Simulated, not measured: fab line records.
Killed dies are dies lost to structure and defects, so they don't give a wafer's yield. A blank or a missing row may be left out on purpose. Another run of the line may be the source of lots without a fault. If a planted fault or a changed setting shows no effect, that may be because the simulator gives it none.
Which of the tools did it? -- flow nandHarc -- 39 wafers from 13 lots sampled at 5 of the route's 1302 steps

== WHAT THE GAUGES READ, wafer by wafer ==
NHARC_P_ZERO_WELL_CD_MEAS_24: the cd target is 720 nm. Usual: cdNm at 719.7 nm, with a standard deviation of 1.9.
lot,measured,on,cdNm (nm),flag
L174,day 2 09:35,cdSem-02,721.7 720.4 721.0,
L176,day 3 04:26,cdSem-01,719.8 718.9 722.9,
L177,day 3 14:36,cdSem-01,718.2 722.5 720.5,
L178,day 4 00:29,cdSem-02,708.3 708.7 710.5,OFF
L180,day 4 20:38,cdSem-03,721.4 723.9 720.6,
L187,day 7 18:31,cdSem-02,719.4 722.0 717.6,
L188,day 8 04:20,cdSem-01,721.3 718.7 720.7,
L189,day 8 14:28,cdSem-02,722.9 720.3 717.7,
L190,day 9 00:43,cdSem-01,715.9 719.9 717.7,
L191,day 9 11:17,cdSem-01,719.1 722.2 719.7,
L193,day 10 06:38,cdSem-02,719.3 722.6 719.3,
L194,day 10 16:29,cdSem-02,720.2 719.8 722.3,
L195,day 11 02:46,cdSem-03,722.1 718.6 718.8,

NHARC_P_ZERO_WELL_CD_MEAS_52: the cd target is 2000 nm. Usual: cdNm at 2000.1 nm, with a standard deviation of 2.1.
lot,measured,on,cdNm (nm),flag
L174,day 2 12:44,cdSem-03,2000.5 2000.7 1998.0,
L176,day 3 07:43,cdSem-02,1997.3 1999.7 2000.1,
L177,day 3 17:55,cdSem-03,1999.3 1998.3 2003.3,
L178,day 4 03:45,cdSem-02,1999.3 1999.1 2000.7,
L180,day 5 03:52,cdSem-03,1998.6 1999.6 1999.5,
L187,day 7 21:35,cdSem-02,1996.0 1998.3 2000.6,
L188,day 8 07:32,cdSem-02,2002.1 2002.6 2002.2,
L189,day 8 17:29,cdSem-03,1999.3 1999.3 2000.6,
L190,day 9 04:00,cdSem-02,2002.5 2001.0 2001.1,
L191,day 9 14:37,cdSem-02,1996.5 1999.4 1998.1,
L193,day 10 09:50,cdSem-01,1997.4 2002.6 2000.4,
L194,day 10 21:34,cdSem-01,2001.3 2002.5 2003.3,
L195,day 11 05:55,cdSem-03,1998.8 1998.4 1999.1,

NHARC_P_STI_CD_MEAS_09: the cd target is 200 nm. Usual: cdNm at 200.4 nm, with a standard deviation of 2.3.
lot,measured,on,cdNm (nm),flag
L174,day 3 09:47,cdSem-01,200.9 201.2 201.9,
L176,day 3 23:50,cdSem-01,200.4 201.0 198.1,
L177,day 4 13:53,cdSem-01,201.1 199.8 197.5,
L178,day 4 22:12,cdSem-02,202.3 200.4 204.1,
L180,day 5 20:17,cdSem-03,199.0 199.7 199.8,
L187,day 8 11:16,cdSem-02,202.0 203.5 199.3,
L188,day 9 00:32,cdSem-01,199.3 199.0 200.9,
L189,day 9 10:06,cdSem-03,200.8 204.9 204.3,
L190,day 9 21:07,cdSem-01,197.1 198.2 198.1,
L191,day 10 07:10,cdSem-01,203.1 203.3 202.9,
L193,day 11 03:15,cdSem-03,197.9 204.5 203.1,
L194,day 11 14:06,cdSem-02,202.4 196.6 199.6,
L195,day 11 23:11,cdSem-02,202.7 202.9 204.6,

== WHAT TOOL EACH LOT RAN ON (gives the tool, then ch and the chambers of the sampled wafers, and finally the start) ==
lot,NHARC_P_ZERO_WELL_ETCH_63,NHARC_P_ZERO_WELL_EXPOSE_21
L174,"rieSi-03 ch 0,2,3, day 2 08:41","krfScanner-01 ch 0, day 2 09:27"
L176,"rieSi-04 ch 0,1,2, day 3 03:40","krfScanner-02 ch 0, day 3 04:17"
L177,"rieSi-04 ch 0,2,3, day 3 13:42","krfScanner-01 ch 0, day 3 14:28"
L178,"rieSi-04 ch 2,3, day 3 23:41","krfScanner-01 ch 0, day 4 00:20"
L180,"rieSi-06 ch 1,2,3, day 4 19:42","krfScanner-04 ch 0, day 4 20:29"
L187,"rieSi-06 ch 1,2, day 7 17:35","krfScanner-01 ch 0, day 7 18:22"
L188,"rieSi-03 ch 0,1,3, day 8 03:34","krfScanner-01 ch 0, day 8 04:11"
L189,"rieSi-03 ch 0,1,2, day 8 13:41","krfScanner-01 ch 0, day 8 14:19"
L190,"rieSi-04 ch 0,1,3, day 8 23:55","krfScanner-01 ch 0, day 9 00:34"
L191,"rieSi-04 ch 1,2,3, day 9 10:29","krfScanner-01 ch 0, day 9 11:08"
L193,"rieSi-06 ch 1,2, day 10 05:43","krfScanner-01 ch 0, day 10 06:29"
L194,"rieSi-04 ch 1,3, day 10 15:42","krfScanner-01 ch 0, day 10 16:20"
L195,"rieSi-04 ch 1,2,3, day 11 01:49","krfScanner-04 ch 0, day 11 02:37"
- NHARC_P_ZERO_WELL_ETCH_63: etches the open film in HBr/Cl2, target depth 120 nm, time 40.1 s.
- NHARC_P_ZERO_WELL_EXPOSE_21: exposes mask P NWELL, target cd 720 nm.

== AS READ BY THE TOOLS THEMSELVES (means over the sampled wafers that have a number; for cases with no such wafer, the mark the record gives instead) ==
NHARC_P_ZERO_WELL_ETCH_63. Usual: drypumpMotorCurrentA 5.7 A, standard deviation 0.39; oesProductAu 0.998 a.u., standard deviation 0.011; throttleValvePct 26.406 %, standard deviation 0.009.
lot,tool,drypumpMotorCurrentA (A),oesProductAu (a.u.),throttleValvePct (%),flag
L174,rieSi-03,5.8,0.993,26.400,
L176,rieSi-04,5.4,0.990,26.407,
L177,rieSi-04,5.6,0.994,26.412,
L178,rieSi-04,5.6,0.981,26.399,
L180,rieSi-06,5.9,1.001,26.411,
L187,rieSi-06,6.1,0.996,26.407,
L188,rieSi-03,5.9,1.009,26.403,
L189,rieSi-03,5.8,0.999,26.410,
L190,rieSi-04,5.3,1.006,26.402,
L191,rieSi-04,5.4,0.991,26.411,
L193,rieSi-06,6.1,0.991,26.405,
L194,rieSi-04,5.3,1.009,26.403,
L195,rieSi-04,5.4,0.998,26.413,

== THE ANSWER, worked out from the rows above alone ==
Rule: take the mean of a lot's wafers that have a number; if it is more than 3 standard deviations from the usual mean, the lot is off. Also off: a lot with no number at a reading for which 4 or more lots have one. The other lots that the step has rows for count as sound. The gauges are gone through in route order, then the tools' own readings, and for those a lot's mean is taken as printed above. At the first step where some lot is off, the reading lying furthest off is the one used; lots without a number count as furthest.
Off at NHARC_P_ZERO_WELL_CD_MEAS_24 (cdNm): L178.
A tool fits if, at a process step before that reading, it ran every lot that is off, and no sound lot after the first of them. The gauges at NHARC_P_ZERO_WELL_CD_MEAS_24 are tried like those tools. No candidate that was tried fits.

== WHAT THE SIMULATOR PUT IN ==
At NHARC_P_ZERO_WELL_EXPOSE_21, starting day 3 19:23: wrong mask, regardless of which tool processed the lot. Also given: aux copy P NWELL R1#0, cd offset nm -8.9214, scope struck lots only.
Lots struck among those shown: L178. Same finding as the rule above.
